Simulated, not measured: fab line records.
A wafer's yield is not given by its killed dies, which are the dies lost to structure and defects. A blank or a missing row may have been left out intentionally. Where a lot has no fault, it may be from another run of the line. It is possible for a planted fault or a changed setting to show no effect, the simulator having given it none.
Which tool is to blame? + flow n5Finfet + 72 wafers from 24 lots sampled at 4 of the route's 1938 steps

WHAT THE GAUGES SHOWED, per wafer
N5_BEOL_M2_RS_MEAS_58: the measuring method here is four-point-probe.
| lot  | measured     | on           | M2_RS (ohm/sq) |
|------|--------------|--------------|----------------|
| L076 | day 7 05:43  | filmMetro-02 | 0.66 0.64 0.68 |
| L074 | day 7 07:05  | filmMetro-02 | 0.66 0.74 0.68 |
| L075 | day 7 08:51  | filmMetro-01 | 0.69 0.73 0.67 |
| L077 | day 7 19:08  | filmMetro-01 | 0.56 0.62 0.66 |
| L078 | day 7 23:49  | filmMetro-01 | 0.64 0.60 0.69 |
| L079 | day 8 02:28  | filmMetro-01 | 0.70 0.58 0.57 |
| L080 | day 8 15:38  | filmMetro-01 | 0.67 0.64 0.63 |
| L081 | day 8 23:36  | filmMetro-02 | 0.63 0.76 0.66 |
| L082 | day 9 01:14  | filmMetro-01 | 0.70 0.64 0.68 |
| L083 | day 9 08:08  | filmMetro-01 | 0.66 0.75 0.69 |
| L084 | day 9 08:43  | filmMetro-02 | 0.61 0.77 0.67 |
| L085 | day 9 21:09  | filmMetro-01 | 0.71 0.59 0.69 |
| L086 | day 10 01:54 | filmMetro-02 | 0.66 0.67 0.66 |
| L088 | day 10 09:55 | filmMetro-02 | 0.68 0.65 0.68 |
| L087 | day 10 14:50 | filmMetro-02 | 0.65 0.69 0.71 |
| L089 | day 10 23:58 | filmMetro-01 | 0.80 0.66 0.72 |
| L090 | day 11 05:47 | filmMetro-01 | 0.69 0.73 0.72 |
| L091 | day 11 06:41 | filmMetro-02 | 0.64 0.68 0.66 |
| L092 | day 11 19:59 | filmMetro-01 | 0.76 0.68 0.75 |
| L093 | day 11 20:04 | filmMetro-02 | 0.66 0.66 0.66 |
| L094 | day 11 21:13 | filmMetro-01 | 0.71 0.75 0.66 |
| L095 | day 12 10:06 | filmMetro-02 | 0.67 0.61 0.62 |
| L096 | day 12 15:28 | filmMetro-02 | 0.70 0.72 0.68 |
| L097 | day 12 18:47 | filmMetro-01 | 0.69 0.71 0.69 |

N5_BEOL_M2_INSPECT_59: inspects for defects (darkfield).
| lot  | measured     | on               | rawDefectCount |
|------|--------------|------------------|----------------|
| L076 | day 7 05:45  | defectInspect-02 | 33 72 53       |
| L074 | day 7 07:06  | defectInspect-02 | 31 46 45       |
| L075 | day 7 08:52  | defectInspect-02 | 65 62 84       |
| L077 | day 7 19:10  | defectInspect-01 | 40 59 54       |
| L078 | day 7 23:50  | defectInspect-01 | 65 45 52       |
| L079 | day 8 02:29  | defectInspect-01 | 35 37 37       |
| L080 | day 8 15:40  | defectInspect-01 | 90 116 66      |
| L081 | day 8 23:38  | defectInspect-02 | 83 41 84       |
| L082 | day 9 01:16  | defectInspect-01 | 90 57 85       |
| L083 | day 9 08:10  | defectInspect-01 | 79 78 119      |
| L084 | day 9 08:44  | defectInspect-01 | 76 67 110      |
| L085 | day 9 21:10  | defectInspect-01 | 90 95 98       |
| L086 | day 10 01:55 | defectInspect-01 | 49 41 69       |
| L088 | day 10 09:57 | defectInspect-02 | 89 90 82       |
| L087 | day 10 14:52 | defectInspect-02 | 55 103 82      |
| L089 | day 10 23:59 | defectInspect-02 | 88 51 70       |
| L090 | day 11 05:49 | defectInspect-02 | 60 57 49       |
| L091 | day 11 06:43 | defectInspect-01 | 70 59 44       |
| L092 | day 11 20:01 | defectInspect-02 | 74 101 77      |
| L093 | day 11 20:05 | defectInspect-01 | 34 39 43       |
| L094 | day 11 21:14 | defectInspect-01 | 79 82 86       |
| L095 | day 12 10:07 | defectInspect-02 | 107 65 113     |
| L096 | day 12 15:29 | defectInspect-01 | 78 71 73       |
| L097 | day 12 18:49 | defectInspect-01 | 72 37 48       |

N5_BEOL_M3_CD_MEAS_35: target cd 18 nm, target cd y 21 nm.
| lot  | measured     | on       | cdNm (nm)      |
|------|--------------|----------|----------------|
| L076 | day 7 10:49  | cdSem-02 | 18.4 17.7 18.6 |
| L074 | day 7 10:51  | cdSem-02 | 17.3 17.2 17.4 |
| L075 | day 7 14:23  | cdSem-02 | 17.7 17.6 17.8 |
| L077 | day 7 21:59  | cdSem-03 | 18.1 16.9 17.9 |
| L078 | day 8 05:37  | cdSem-02 | 18.4 17.6 18.5 |
| L079 | day 8 09:52  | cdSem-03 | 17.9 18.0 18.3 |
| L080 | day 8 20:31  | cdSem-03 | 18.2 17.9 18.1 |
| L081 | day 9 04:01  | cdSem-01 | 17.8 18.1 17.4 |
| L082 | day 9 05:07  | cdSem-03 | 17.3 17.6 17.8 |
| L083 | day 9 13:14  | cdSem-03 | 18.2 17.6 18.1 |
| L084 | day 9 18:03  | cdSem-02 | 17.0 18.1 17.8 |
| L085 | day 10 01:44 | cdSem-02 | 17.9 17.2 18.0 |
| L086 | day 10 11:19 | cdSem-03 | 17.5 17.4 17.3 |
| L088 | day 10 19:21 | cdSem-02 | 17.6 17.3 18.1 |
| L087 | day 10 19:26 | cdSem-01 | 17.3 17.6 17.8 |
| L089 | day 11 07:45 | cdSem-02 | 17.9 18.3 17.3 |
| L090 | day 11 11:16 | cdSem-01 | 17.2 17.8 18.0 |
| L091 | day 11 11:19 | cdSem-03 | 16.8 17.0 17.1 |
| L092 | day 12 00:33 | cdSem-02 | 18.0 18.4 17.4 |
| L093 | day 12 01:38 | cdSem-03 | 17.2 18.2 17.2 |
| L094 | day 12 06:11 | cdSem-02 | 16.9 17.4 17.4 |
| L095 | day 12 14:42 | cdSem-01 | 16.6 17.9 16.6 |
| L096 | day 13 00:07 | cdSem-03 | 17.9 17.1 17.8 |
| L097 | day 13 04:11 | cdSem-02 | 17.8 17.6 17.4 |

TOOL THAT RAN EACH LOT (tool first, then ch and the chambers of the sampled wafers, then the start)
| lot  | N5_BEOL_M3_STRIP_66               |
|------|-----------------------------------|
| L076 | rieDiel-02 ch 2,3, day 7 08:29    |
| L074 | rieDiel-03 ch 1,3, day 7 08:47    |
| L075 | rieDiel-06 ch 1,2, day 7 10:46    |
| L077 | rieDiel-06 ch 0,2,3, day 7 20:15  |
| L078 | rieDiel-02 ch 0,2,3, day 8 02:25  |
| L079 | rieDiel-02 ch 0,2,3, day 8 03:41  |
| L080 | rieDiel-06 ch 0,2, day 8 18:25    |
| L081 | rieDiel-02 ch 0,2, day 9 01:56    |
| L082 | rieDiel-06 ch 1,2,3, day 9 02:43  |
| L083 | rieDiel-03 ch 2,3, day 9 11:20    |
| L084 | rieDiel-03 ch 0,1,3, day 9 11:33  |
| L085 | rieDiel-06 ch 0,1,3, day 9 22:19  |
| L086 | rieDiel-02 ch 1,2, day 10 03:07   |
| L088 | rieDiel-02 ch 0,2,3, day 10 11:34 |
| L087 | rieDiel-03 ch 0,2,3, day 10 16:53 |
| L089 | rieDiel-06 ch 0,2, day 11 01:32   |
| L090 | rieDiel-02 ch 0,2, day 11 08:45   |
| L091 | rieDiel-03 ch 0,1,3, day 11 08:56 |
| L092 | rieDiel-02 ch 0,3, day 11 20:55   |
| L093 | rieDiel-03 ch 1,2,3, day 11 21:08 |
| L094 | rieDiel-02 ch 0,1, day 11 23:52   |
| L095 | rieDiel-03 ch 0,1, day 12 11:47   |
| L096 | rieDiel-03 ch 0,2, day 12 17:44   |
| L097 | rieDiel-06 ch 0,1,3, day 12 20:52 |
- N5_BEOL_M3_STRIP_66: strips in CF4.

WHAT THE TOOLS THEMSELVES READ (means of the sampled wafers that have a number; where no wafer has one, the mark that the record gives instead)
N5_BEOL_M3_STRIP_66.
| lot  | tool       | biasPowerW (W) | drypumpMotorCurrentA (A) | oesProductAu (a.u.) | rfVppV (V) | showerheadPlenumPTorr (Torr) | throttleValvePct (%) |
|------|------------|----------------|--------------------------|---------------------|------------|------------------------------|----------------------|
| L076 | rieDiel-02 | 74.59          | 5.5                      | 0.80                | 270.4      | 1.76                         | 13.6                 |
| L074 | rieDiel-03 | 74.77          | 5.7                      | 0.71                | 271.7      | 1.82                         | 13.9                 |
| L075 | rieDiel-06 | 74.75          | 5.4                      | 0.83                | 271.0      | 1.80                         | 13.8                 |
| L077 | rieDiel-06 | 74.97          | 5.6                      | 0.82                | 272.3      | 1.84                         | 13.6                 |
| L078 | rieDiel-02 | 74.72          | 5.9                      | 0.74                | 271.1      | 1.80                         | 13.7                 |
| L079 | rieDiel-02 | 74.97          | 5.9                      | 0.74                | 271.6      | 1.80                         | 13.7                 |
| L080 | rieDiel-06 | 74.89          | 5.6                      | 0.77                | 270.4      | 1.82                         | 13.9                 |
| L081 | rieDiel-02 | 75.11          | 6.1                      | 0.88                | 270.9      | 1.80                         | 13.5                 |
| L082 | rieDiel-06 | 75.04          | 5.4                      | 0.84                | 271.7      | 1.82                         | 13.5                 |
| L083 | rieDiel-03 | 74.92          | 6.3                      | 0.83                | 272.9      | 1.84                         | 13.5                 |
| L084 | rieDiel-03 | 74.79          | 5.9                      | 0.79                | 270.8      | 1.78                         | 13.6                 |
| L085 | rieDiel-06 | 74.92          | 5.7                      | 0.85                | 271.4      | 1.82                         | 13.4                 |
| L086 | rieDiel-02 | 74.67          | 6.5                      | 0.84                | 271.1      | 1.80                         | 13.4                 |
| L088 | rieDiel-02 | 75.03          | 5.9                      | 0.81                | 271.9      | 1.80                         | 13.5                 |
| L087 | rieDiel-03 | 74.90          | 6.2                      | 0.83                | 271.8      | 1.80                         | 13.4                 |
| L089 | rieDiel-06 | 74.91          | 5.8                      | 0.78                | 271.0      | 1.81                         | 13.9                 |
| L090 | rieDiel-02 | 75.03          | 6.2                      | 0.75                | 271.4      | 1.83                         | 13.5                 |
| L091 | rieDiel-03 | 74.88          | 5.9                      | 0.77                | 270.8      | 1.77                         | 13.7                 |
| L092 | rieDiel-02 | 74.96          | 5.6                      | 0.75                | 271.0      | 1.79                         | 13.5                 |
| L093 | rieDiel-03 | 74.85          | 6.0                      | 0.76                | 271.2      | 1.80                         | 13.8                 |
| L094 | rieDiel-02 | 75.19          | 6.5                      | 0.74                | 271.6      | 1.83                         | 13.5                 |
| L095 | rieDiel-03 | 74.77          | 6.0                      | 0.84                | 270.1      | 1.73                         | 13.4                 |
| L096 | rieDiel-03 | 75.11          | 6.5                      | 0.88                | 270.7      | 1.79                         | 13.3                 |
| L097 | rieDiel-06 | 74.87          | 5.7                      | 0.82                | 271.7      | 1.82                         | 13.5                 |

THE ANSWER, worked out from the rows above alone
Rule: the usual values come from the lots themselves. Put in order of their means at a reading, lots are off if they are a third of the lots or fewer, leave a main group of 4 or more, and stand apart from it by a gap of 3 or more times the standard deviation of the main group's means; of several such gaps the widest counts. If all means in a main group match to the digits the tables above print for the reading, that group is not used. Also off: a lot with no number at a reading for which 4 or more lots have one. The other lots that the step has rows for count as sound. Order of review: gauges by route order, followed by the tools' own readings, for which a lot's mean as printed above is used. At the first step where some lot is off, the reading lying furthest off is the one used; lots without a number count as furthest.
None of the lots is off at any reading shown; this tells nothing.

WHAT THE SIMULATOR PUT IN
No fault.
